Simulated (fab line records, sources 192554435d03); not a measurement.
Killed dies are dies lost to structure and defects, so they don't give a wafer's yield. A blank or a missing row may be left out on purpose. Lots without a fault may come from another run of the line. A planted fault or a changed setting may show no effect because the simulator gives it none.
fab line records | flow n5_finfet
record lots=6 wafers=18 last_day=16
route steps=1938 shown BEOL_M9@1428
lots that met no fault: from a run of the same line without faults
start_h: hours from the record's first day to the start of the lot's first wafer shown | wait_h: hours since the lot's step before | " the same as in the row above | L1.1+2: a row that stands for several wafers | - no value, or no start given | * or withheld: withheld | < > ~ a bound
route shown NAME@n: a module of which the file shows steps, and the number in the route of the first | usual: mean/standard deviation of fault-free wafers | same: alike in all rows | chamber/n: place in a boat | sites: the reading at each site | _std_site: their standard deviation | _edge_site: outer sites' mean less inner sites' | radius_mm: how far each site lies from the wafer's centre | mask NAME#n: copy n | behind: the tool/chamber that last shaped the wafer | hold: why the lot was held/for how many hours/how that ended | device: the transistor (n, p or np) that didn't switch | end of line: the same wafers' tests at the end of the route | a step without rows: its recipe alone | killed: dies lost to structure and defects at the first sort, not the wafer's yield | map: a wafer's dies, x killed, . not, _ none there
set.NAME: the setting as run; set.NAME@STEP: as run at that earlier step | model.NAME: the simulator's own value behind a step, which no gauge read
lots at some steps of the route; a table a step, a row a wafer
services: from which hour (start_h, from the record's first day; less than 0 if before it) a tool's chamber was out of use, for how many hours, and why
## steps
# step N5_BEOL_M9_COAT_22
# recipe resist=CAR-EUV spin_rpm=1500 resist_thk_nm=30
# step N5_BEOL_M9_EBR_24
# recipe solvent=PGMEA ebr_width_mm=1.5
# step N5_BEOL_M9_SOFTBAKE_23
# recipe temp_c=110 time_s=60 resist=CAR-EUV
# step N5_BEOL_M9_EXPOSE_25
# recipe mask_id=V8 na=0.33 source_shape=annular sigma_inner=0.4 sigma_outer=0.8 polarization=unpolarized dose_mj=37.25
# step N5_BEOL_M9_PEB_26
# recipe peb_temp_c=100 peb_time_s=60 resist=CAR-EUV
# step N5_BEOL_M9_DEVELOP_27
# recipe develop_time_s=30 developer=TMAH resist=CAR-EUV rinse_liquid=surfactant_rinse dry=air_spin dev_temp_c=23
# step N5_BEOL_M9_CD_MEAS_28
# recipe target_cd_nm=70 landing_energy_ev=500 detector=se_inlens polarity=opening
# usual cd_nm=69.85/0.27
# columns lot.wafer tool chamber start_h wait_h cd_nm
L154.2 cd_sem-03 0 227.89 - 69.63
L154.3 " 0 " " 69.59
L154.5 " 0 " " 69.94
L156.3 cd_sem-02 0 242.93 - 69.64
L156.4 " 0 " " 69.64
L156.5 " 0 " " 69.97
L158.1 cd_sem-03 0 254.38 - 69.69
L158.3 " 0 " " 69.60
L158.6 " 0 " " 70.06
L157.3 cd_sem-01 0 263.14 - 70.12
L157.5 " 0 " " 70.09
L157.6 " 0 " " 70.02
L161.1 cd_sem-02 0 267.62 - 69.78
L161.2 " 0 " " 69.30
L161.4 " 0 " " 70.12
L170.3 cd_sem-03 0 327.16 - 69.92
L170.5 " 0 " " 69.45
L170.6 " 0 " " 70.34
# step N5_BEOL_M9_OVL_MEAS_29
# recipe points_per_wafer=522
# usual V8_OVL=-0.3/0.6
# columns lot.wafer tool chamber start_h wait_h V8_OVL[nm]
L154.2 overlay-01 0 227.92 0.0 -1.3
L154.3 " 0 " " -1.7
L154.5 " 0 " " -1.7
L156.3 overlay-02 0 242.97 0.0 -0.6
L156.4 " 0 " " -0.5
L156.5 " 0 " " -0.4
L158.1 overlay-02 0 254.41 0.0 -0.3
L158.3 " 0 " " 0.3
L158.6 " 0 " " 0.1
L157.3 overlay-01 0 263.18 0.0 -0.4
L157.5 " 0 " " 0.6
L157.6 " 0 " " -0.4
L161.1 overlay-01 0 267.65 0.0 0.4
L161.2 " 0 " " -0.9
L161.4 " 0 " " -0.6
L170.3 overlay-02 0 327.20 0.0 0.0
L170.5 " 0 " " -0.6
L170.6 " 0 " " -0.9
# step N5_BEOL_M9_INSPECT_30
# recipe mode=adi inspect_instrument=brightfield
# usual raw_defect_count=408/85
# columns lot.wafer tool chamber start_h wait_h raw_defect_count
L154.2 defect_inspect-01 - 227.97 0.0 431
L154.3 " - " " 343
L154.5 " - " " 258
L156.3 defect_inspect-01 - 243.02 0.0 399
L156.4 " - " " 408
L156.5 " - " " 440
L158.1 defect_inspect-01 - 254.47 0.1 584
L158.3 " - " " 503
L158.6 " - " " 321
L157.3 defect_inspect-02 - 263.23 0.0 443
L157.5 " - " " 345
L157.6 " - " " 466
L161.1 defect_inspect-02 - 267.71 0.1 336
L161.2 " - " " 395
L161.4 " - " " 359
L170.3 defect_inspect-02 - 327.25 0.0 393
L170.5 " - " " 423
L170.6 " - " " 405
# step N5_BEOL_M9_DESCUM_33
# recipe chemistry=O2 time_s=7 source_power_w=50 bias_power_w=20 pressure_mtorr=20 rf_frequency_hz=2.712e+07 temp_c=40 resist=CAR-EUV o2_flow_sccm=225
# usual drypump_motor_current_A=5.8/0.48 o2_flow_sccm=225.0/0.59 oes_product_au=0.78/0.079 rf_vpp_V=242.4/1 showerhead_plenum_p_Torr=2.05/0.056 throttle_valve_pct=20.53/0.24
# columns lot.wafer tool chamber start_h wait_h drypump_motor_current_A o2_flow_sccm oes_product_au rf_hours_counter_h rf_vpp_V showerhead_plenum_p_Torr throttle_valve_pct
L154.2 rie_diel-06 2 228.01 0.0 5.8 224.3 0.72 192 241.5 2.10 20.84
L154.3 " 0 " " 6.2 225.3 0.85 62 242.9 2.03 20.11
L154.5 " 2 " " 5.8 225.0 0.73 - 242.9 2.10 20.82
L156.3 rie_diel-01 0 243.05 0.0 6.1 225.4 0.88 36 241.8 2.07 20.48
L156.4 " 2 " " 6.1 223.9 0.89 29 242.6 2.06 20.56
L156.5 " 0 " " 6.1 224.7 0.87 - 241.2 2.07 20.53
L158.1 rie_diel-06 3 255.09 0.6 5.0 224.5 0.73 197 241.1 1.98 20.45
L158.3 " 2 " " 5.8 224.7 0.73 196 243.2 2.09 20.83
L158.6 " 2 " " 5.8 225.3 0.73 - 242.7 2.09 20.83
L157.3 rie_diel-01 0 263.26 0.0 6.1 225.8 0.87 44 242.1 2.06 20.52
L157.5 " 0 " " 6.1 226.0 0.87 - 242.3 2.06 20.51
L157.6 " 3 " " 6.7 224.7 0.72 - 242.9 2.09 20.55
L161.1 rie_diel-06 0 267.75 0.0 6.2 224.3 0.84 79 244.8 2.03 20.14
L161.2 " 3 " " 5.0 225.2 0.73 202 242.1 1.98 20.47
L161.4 " 2 " " 5.8 225.2 0.72 201 242.3 2.09 20.85
L170.3 rie_diel-03 3 327.37 0.1 5.0 225.1 0.69 247 242.6 1.96 20.50
L170.5 " 0 " " 5.9 225.6 0.85 - 243.3 2.15 20.70
L170.6 " 3 " " 5.0 224.3 0.69 - 241.4 1.96 20.49
# step N5_BEOL_M9_ETCH_76
# recipe chemistry=N2/H2 target=underlayer target_depth_a=65 mask_material=CAR-EUV time_s=5.2 ion_energy_ev=200 pressure_mtorr=30 source_w=840 bias_w=150 n2_flow_sccm=200 h2_flow_sccm=200 ends=cleared
# usual bias_w=150.1/0.45 drypump_motor_current_A=5.8/0.48 etch_rf_on_time_s=5.18/0.11 oes_product_au=0.67/0.067 rf_vpp_V=522.3/1.9 showerhead_plenum_p_Torr=2.48/0.054 throttle_valve_pct=17.95/0.21
# columns lot.wafer tool chamber start_h wait_h bias_w drypump_motor_current_A etch_rf_on_time_s oes_product_au rf_hours_counter_h rf_vpp_V showerhead_plenum_p_Torr throttle_valve_pct
L154.2 rie_diel-06 2 228.04 0.0 149.3 5.8 5.06 0.62 192 524.3 2.52 18.02
L154.3 " 0 " " 148.9 6.2 5.30 0.72 62 523.3 2.47 17.59
L154.5 " 2 " " 149.0 5.8 5.04 0.63 - 525.5 2.52 18.04
L156.3 rie_diel-01 0 243.08 0.0 150.2 6.1 5.13 0.76 36 523.1 2.48 17.66
L156.4 " 2 " " 150.5 6.0 5.03 0.77 29 521.8 2.50 18.07
L156.5 " 0 " " 150.0 6.1 5.19 0.75 - 522.3 2.48 17.64
L158.1 rie_diel-06 3 255.12 0.0 149.6 5.0 5.20 0.62 197 519.9 2.42 17.99
L158.3 " 2 " " 149.9 5.8 5.01 0.63 196 522.6 2.52 18.02
L158.6 " 2 " " 149.7 5.8 5.06 0.61 - 525.9 2.51 18.02
L157.3 rie_diel-01 0 263.29 0.0 149.7 6.1 5.14 0.75 44 521.9 2.47 17.66
L157.5 " 0 " " 150.0 6.1 5.14 0.74 - 520.6 2.47 17.68
L157.6 " 3 " " 149.9 6.7 4.97 0.63 - 522.5 2.53 17.95
L161.1 rie_diel-06 0 267.78 0.0 150.9 6.2 5.28 0.70 79 523.7 2.47 17.64
L161.2 " 3 " " 150.3 5.0 5.16 0.61 202 520.3 2.41 18.02
L161.4 " 2 " " 149.3 5.8 5.11 0.62 201 523.3 2.51 18.03
L170.3 rie_diel-03 3 327.41 0.0 150.6 5.1 5.21 0.59 247 518.8 2.40 18.03
L170.5 " 0 " " 150.0 6.0 5.21 0.71 - 523.7 2.58 17.99
L170.6 " 3 " " 150.7 5.0 5.24 0.59 - 519.0 2.40 18.02
# step N5_BEOL_M9_ETCH_65
# recipe chemistry=CF4 target=SiARC target_depth_a=156 mask_material=CAR-EUV time_s=26 ion_energy_ev=80 pressure_mtorr=40 source_w=545 bias_w=36 Ar_flow_sccm=100 cf4_flow_sccm=100 ends=cleared
# usual bias_w=36.00/0.11 drypump_motor_current_A=5.8/0.48 etch_rf_on_time_s=25.9/0.57 oes_product_au=0.67/0.068 rf_vpp_V=183.5/0.89 showerhead_plenum_p_Torr=2.09/0.037 throttle_valve_pct=15.68/0.23
# columns lot.wafer tool chamber start_h wait_h bias_w drypump_motor_current_A etch_rf_on_time_s oes_product_au rf_hours_counter_h rf_vpp_V showerhead_plenum_p_Torr throttle_valve_pct
L154.2 rie_diel-06 2 228.06 0.0 36.12 5.8 25.1 0.63 192 183.9 2.13 15.91
L154.3 " 0 " " 35.88 6.2 26.2 0.73 62 182.3 2.08 15.34
L154.5 " 2 " " 35.93 5.8 25.1 0.63 - 184.7 2.13 15.91
L156.3 rie_diel-01 0 243.10 0.0 35.82 6.1 25.6 0.76 36 182.8 2.10 15.51
L156.4 " 2 " " 36.10 6.1 25.9 0.76 29 184.8 2.09 15.50
L156.5 " 0 " " 36.07 6.1 25.5 0.76 - 184.3 2.10 15.51
L158.1 rie_diel-06 3 255.14 0.0 35.90 5.0 25.9 0.62 197 182.1 2.04 15.78
L158.3 " 2 " " 35.99 5.8 25.1 0.62 196 183.8 2.13 15.92
L158.6 " 2 " " 36.00 5.8 24.8 0.63 - 182.5 2.13 15.91
L157.3 rie_diel-01 0 263.31 0.0 36.01 6.1 25.4 0.74 44 184.2 2.09 15.53
L157.5 " 0 " " 35.98 6.1 25.7 0.74 - 183.3 2.09 15.54
L157.6 " 3 " " 35.94 6.7 25.1 0.62 - 182.6 2.13 15.61
L161.1 rie_diel-06 0 267.80 0.0 36.14 6.2 26.4 0.70 79 183.5 2.08 15.37
L161.2 " 3 " " 35.94 5.0 26.1 0.61 202 183.3 2.04 15.79
L161.4 " 2 " " 36.00 5.8 24.9 0.62 201 184.1 2.13 15.92
L170.3 rie_diel-03 3 327.42 0.0 35.97 5.0 26.1 0.59 247 183.3 2.03 15.88
L170.5 " 0 " " 35.88 6.0 26.0 0.72 - 184.4 2.14 15.54
L170.6 " 3 " " 36.24 4.9 26.1 0.59 - 181.8 2.03 15.88
# step N5_BEOL_M9_ETCH_66
# recipe chemistry=N2/H2 target=SOC target_depth_a=800 overetch_a=160 mask_material=SiARC temp_c=40 time_s=120 ion_energy_ev=200 pressure_mtorr=30 source_w=840 bias_w=150 n2_flow_sccm=200 h2_flow_sccm=200
# usual bias_w=150.0/0.35 drypump_motor_current_A=5.8/0.48 oes_product_au=0.60/0.06 rf_vpp_V=522.2/1.7 showerhead_plenum_p_Torr=2.48/0.054 throttle_valve_pct=17.90/0.21
# columns lot.wafer tool chamber start_h wait_h bias_w drypump_motor_current_A oes_product_au rf_hours_counter_h rf_vpp_V showerhead_plenum_p_Torr throttle_valve_pct model.SiARC_of_BEOL_M9_COAT_64.thk_nm
L154.2 rie_diel-06 2 228.09 0.0 150.0 5.8 0.55 192 523.7 2.52 17.97 6.4
L154.3 " 0 " " 149.9 6.2 0.66 62 521.6 2.47 17.59 6.6
L154.5 " 2 " " 150.1 5.8 0.56 - 522.7 2.52 17.96 6.4
L156.3 rie_diel-01 0 243.13 0.0 150.2 6.1 0.67 36 523.9 2.48 17.62 6.4
L156.4 " 2 " " 149.8 6.0 0.68 29 522.5 2.50 17.96 6.2
L156.5 " 0 " " 149.9 6.1 0.67 - 523.0 2.48 17.61 6.4
L158.1 rie_diel-06 3 255.17 0.0 124.5 5.0 0.55 197 463.3 2.42 17.96 7.6
L158.3 " 2 " " 149.8 5.8 0.55 196 523.9 2.51 17.96 6.2
L158.6 " 2 " " 150.3 5.8 0.55 - 523.6 2.51 17.99 6.2
L157.3 rie_diel-01 0 263.34 0.0 149.7 6.1 0.66 44 521.5 2.48 17.64 6.4
L157.5 " 0 " " 150.3 6.1 0.66 - 522.0 2.47 17.62 6.4
L157.6 " 3 " " 150.2 6.7 0.55 - 523.0 2.54 17.89 6.2
L161.1 rie_diel-06 0 267.83 0.0 150.3 6.2 0.64 79 521.9 2.47 17.60 6.6
L161.2 " 3 " " 124.2 5.0 0.56 202 461.9 2.41 17.97 7.6
L161.4 " 2 " " 149.1 5.8 0.55 201 522.4 2.51 17.99 6.4
L170.3 rie_diel-03 3 327.45 0.0 150.1 5.0 0.53 247 519.7 2.40 17.99 6.4
L170.5 " 0 " " 150.3 6.0 0.65 - 525.4 2.58 17.95 6.6
L170.6 " 3 " " 150.3 5.0 0.53 - 520.2 2.40 17.99 6.4
# step N5_BEOL_M9_STRIP_69
# recipe chemistry=N2/H2 temp_c=40 n2_flow_sccm=200 h2_flow_sccm=200 rf_frequency_hz=6e+07
## services
# columns tool chamber start_h hours kind
rie_diel-06 1 217.57 10.0 repair
rie_diel-03 3 222.21 10.9 repair
rie_diel-03 1 238.81 - clean
rie_diel-03 1 238.81 - consumable_replace:focus_ring
rie_diel-03 1 238.81 25.4 scheduled_down
rie_diel-03 1 238.81 25.4 vent_cycle
rie_diel-03 - 252.59 14.6 pm
rie_diel-03 2 270.09 9.5 repair
rie_diel-06 - 278.78 15.6 pm
## key
first_sign step=N5_BEOL_M9_ETCH_66 reading=bias_w direction=down sigmas=73 usual=* struck=*
effect step=N5_BEOL_M9_ETCH_66 reading=rf_vpp_V direction=down sigmas=35 usual=522.2 struck=462.6
model_effect step=N5_BEOL_M9_ETCH_66 value=SiARC_of_BEOL_M9_COAT_64.thk_nm without=6.3 struck=7.6
met_at N5_BEOL_M9_ETCH_66
struck_wafers L158.1,L161.2
fault kind=process_parameter_drift tool=rie_diel-06 chamber=3 onset_h=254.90 steps=N5_BEOL_M9_ETCH_66 channel=bias_w offset=* shape=step end_h=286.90 acts_in=* stated=*
